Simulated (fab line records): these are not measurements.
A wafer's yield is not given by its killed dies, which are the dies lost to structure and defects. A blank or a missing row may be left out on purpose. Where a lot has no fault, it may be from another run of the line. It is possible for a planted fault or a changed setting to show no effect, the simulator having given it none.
A sampling plan put to the test || flow nand-harc || one fab line, 17 faults that these records tell of, each judged on the records of the lots that it struck
What counts as the plan is the set of the line's own looks, namely the steps on the route at which a gauge or an inspection reads a wafer and does not change it. Where struck wafers have a number at a look and the file lists that look's usual mean and standard deviation on fault-free wafers, the look can be judged. Caught: at a look after the fault's first step, the mean of the struck wafers lies 4 or more of those standard deviations (sigma) from the usual mean. On the tool: the identical test, applied to the tool's own readings at the steps of the fault. A different recipe on the struck wafers counts as caught too, as does a record blank only for those wafers.

## THE FAULTS, as the simulator had put them in
1. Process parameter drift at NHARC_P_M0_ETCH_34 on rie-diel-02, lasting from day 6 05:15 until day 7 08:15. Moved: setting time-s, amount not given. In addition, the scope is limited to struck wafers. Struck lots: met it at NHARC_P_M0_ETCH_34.
2. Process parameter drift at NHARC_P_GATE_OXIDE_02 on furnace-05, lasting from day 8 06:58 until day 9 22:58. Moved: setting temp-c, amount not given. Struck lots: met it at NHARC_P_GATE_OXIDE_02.
3. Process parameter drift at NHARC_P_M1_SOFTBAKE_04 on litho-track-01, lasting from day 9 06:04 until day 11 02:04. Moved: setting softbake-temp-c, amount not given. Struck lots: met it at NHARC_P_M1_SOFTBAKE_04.
4. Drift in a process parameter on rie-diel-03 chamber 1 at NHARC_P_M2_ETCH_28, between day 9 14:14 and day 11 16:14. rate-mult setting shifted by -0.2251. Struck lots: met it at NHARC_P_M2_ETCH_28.
5. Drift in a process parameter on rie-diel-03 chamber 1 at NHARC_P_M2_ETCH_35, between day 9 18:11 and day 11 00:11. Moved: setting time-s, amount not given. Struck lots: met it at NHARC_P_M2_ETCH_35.
6. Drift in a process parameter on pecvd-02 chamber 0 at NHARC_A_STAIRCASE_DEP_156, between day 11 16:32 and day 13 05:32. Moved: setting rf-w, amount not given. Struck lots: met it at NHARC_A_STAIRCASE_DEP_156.
7. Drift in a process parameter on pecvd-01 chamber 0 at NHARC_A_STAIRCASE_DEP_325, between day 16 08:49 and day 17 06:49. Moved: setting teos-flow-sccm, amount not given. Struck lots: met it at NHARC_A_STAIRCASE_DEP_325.
8. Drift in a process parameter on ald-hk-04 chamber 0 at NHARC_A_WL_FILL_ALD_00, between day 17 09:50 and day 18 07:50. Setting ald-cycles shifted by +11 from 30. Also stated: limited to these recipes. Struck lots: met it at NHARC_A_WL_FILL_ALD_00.
9. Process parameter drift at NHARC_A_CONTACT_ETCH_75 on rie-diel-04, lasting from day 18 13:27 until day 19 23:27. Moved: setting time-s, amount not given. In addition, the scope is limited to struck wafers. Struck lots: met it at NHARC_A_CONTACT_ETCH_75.
10. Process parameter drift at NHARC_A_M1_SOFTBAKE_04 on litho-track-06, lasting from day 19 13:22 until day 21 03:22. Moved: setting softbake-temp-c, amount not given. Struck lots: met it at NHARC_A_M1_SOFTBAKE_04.
11. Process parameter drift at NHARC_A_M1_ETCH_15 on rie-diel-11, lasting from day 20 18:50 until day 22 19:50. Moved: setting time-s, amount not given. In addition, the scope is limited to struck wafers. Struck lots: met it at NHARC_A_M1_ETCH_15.
12. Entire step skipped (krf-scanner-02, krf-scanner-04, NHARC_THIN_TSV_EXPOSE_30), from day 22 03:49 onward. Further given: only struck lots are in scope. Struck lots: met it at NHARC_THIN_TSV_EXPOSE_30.
13. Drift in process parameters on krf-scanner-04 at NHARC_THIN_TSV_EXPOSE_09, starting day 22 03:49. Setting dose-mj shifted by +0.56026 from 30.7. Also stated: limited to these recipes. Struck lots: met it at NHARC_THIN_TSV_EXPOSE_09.
14. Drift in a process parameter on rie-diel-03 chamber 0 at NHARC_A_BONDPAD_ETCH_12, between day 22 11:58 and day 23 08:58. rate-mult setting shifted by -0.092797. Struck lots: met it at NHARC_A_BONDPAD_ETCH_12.
15. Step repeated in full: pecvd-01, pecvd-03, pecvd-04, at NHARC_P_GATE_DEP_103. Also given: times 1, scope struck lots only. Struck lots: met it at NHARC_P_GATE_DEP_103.
16. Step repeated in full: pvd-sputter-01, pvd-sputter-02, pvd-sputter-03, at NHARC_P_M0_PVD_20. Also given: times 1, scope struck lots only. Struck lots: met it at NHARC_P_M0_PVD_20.
17. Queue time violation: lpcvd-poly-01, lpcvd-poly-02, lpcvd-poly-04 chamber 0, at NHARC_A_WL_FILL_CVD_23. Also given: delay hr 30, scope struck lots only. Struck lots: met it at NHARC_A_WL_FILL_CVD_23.

## WHAT THE PLAN SAW
{"fault": 1, "on the tool itself": "run-length-s -23 sigma", "first look that catches it": "no look after it can be judged", "reading, sigma": "-", "median hours from its first step to that look": "-", "hours from the fault's start to the first struck lot there": "-", "judged looks passed uncaught": 0}
{"fault": 2, "on the tool itself": "tube-center-temp-C +90 sigma", "first look that catches it": "not the one look that can be judged after it", "reading, sigma": "-", "median hours from its first step to that look": "-", "hours from the fault's start to the first struck lot there": "-", "judged looks passed uncaught": 1}
{"fault": 3, "on the tool itself": "heater-power-total-W -99 or beyond sigma", "first look that catches it": "no look after it can be judged", "reading, sigma": "-", "median hours from its first step to that look": "-", "hours from the fault's start to the first struck lot there": "-", "judged looks passed uncaught": 0}
{"fault": 4, "on the tool itself": "oes-product-au -17 sigma", "first look that catches it": "no look after it can be judged", "reading, sigma": "-", "median hours from its first step to that look": "-", "hours from the fault's start to the first struck lot there": "-", "judged looks passed uncaught": 0}
{"fault": 5, "on the tool itself": "run-length-s -33 sigma", "first look that catches it": "not the one look that can be judged after it", "reading, sigma": "-", "median hours from its first step to that look": "-", "hours from the fault's start to the first struck lot there": "-", "judged looks passed uncaught": 1}
{"fault": 6, "on the tool itself": "rf-fwd-power-W -48 sigma", "first look that catches it": "no look after it can be judged", "reading, sigma": "-", "median hours from its first step to that look": "-", "hours from the fault's start to the first struck lot there": "-", "judged looks passed uncaught": 0}
{"fault": 7, "on the tool itself": "mfc-precursor-sccm +16 sigma", "first look that catches it": "not the one look that can be judged after it", "reading, sigma": "-", "median hours from its first step to that look": "-", "hours from the fault's start to the first struck lot there": "-", "judged looks passed uncaught": 1}
{"fault": 8, "on the tool itself": "under 2 sigma", "first look that catches it": "not the one look that can be judged after it", "reading, sigma": "-", "median hours from its first step to that look": "-", "hours from the fault's start to the first struck lot there": "-", "judged looks passed uncaught": 1}
{"fault": 9, "on the tool itself": "run-length-s -30 sigma", "first look that catches it": "no look after it can be judged", "reading, sigma": "-", "median hours from its first step to that look": "-", "hours from the fault's start to the first struck lot there": "-", "judged looks passed uncaught": 0}
{"fault": 10, "on the tool itself": "heater-power-total-W +27 sigma", "first look that catches it": "not the one look that can be judged after it", "reading, sigma": "-", "median hours from its first step to that look": "-", "hours from the fault's start to the first struck lot there": "-", "judged looks passed uncaught": 1}
{"fault": 11, "on the tool itself": "run-length-s -30 sigma", "first look that catches it": "no look after it can be judged", "reading, sigma": "-", "median hours from its first step to that look": "-", "hours from the fault's start to the first struck lot there": "-", "judged looks passed uncaught": 0}
{"fault": 12, "on the tool itself": "no reading that can be judged", "first look that catches it": "no look after it can be judged", "reading, sigma": "-", "median hours from its first step to that look": "-", "hours from the fault's start to the first struck lot there": "-", "judged looks passed uncaught": 0}
{"fault": 13, "on the tool itself": "exposure-dose-mJ-cm2 +18 sigma", "first look that catches it": "not the one look that can be judged after it", "reading, sigma": "-", "median hours from its first step to that look": "-", "hours from the fault's start to the first struck lot there": "-", "judged looks passed uncaught": 1}
{"fault": 14, "on the tool itself": "only faintly: oes-product-au -3.8 sigma", "first look that catches it": "no look after it can be judged", "reading, sigma": "-", "median hours from its first step to that look": "-", "hours from the fault's start to the first struck lot there": "-", "judged looks passed uncaught": 0}
{"fault": 15, "on the tool itself": "under 2 sigma", "first look that catches it": "not the one look that can be judged after it", "reading, sigma": "-", "median hours from its first step to that look": "-", "hours from the fault's start to the first struck lot there": "-", "judged looks passed uncaught": 1}
{"fault": 16, "on the tool itself": "under 2 sigma", "first look that catches it": "no look after it can be judged", "reading, sigma": "-", "median hours from its first step to that look": "-", "hours from the fault's start to the first struck lot there": "-", "judged looks passed uncaught": 0}
{"fault": 17, "on the tool itself": "under 2 sigma", "first look that catches it": "not the one look that can be judged after it", "reading, sigma": "-", "median hours from its first step to that look": "-", "hours from the fault's start to the first struck lot there": "-", "judged looks passed uncaught": 1}
A dash: the fault is not caught, or the number is missing from these records.

Caught at a look: 0 of 17. Caught on the tool: 11 of 17. By one or the other: 11 of 17.
Faults caught by the tool alone: 1, 2, 3, 4, 5, 6, 7, 9, 10, 11, 13.
Caught by neither: faults 8, 12, 14, 15, 16, 17.
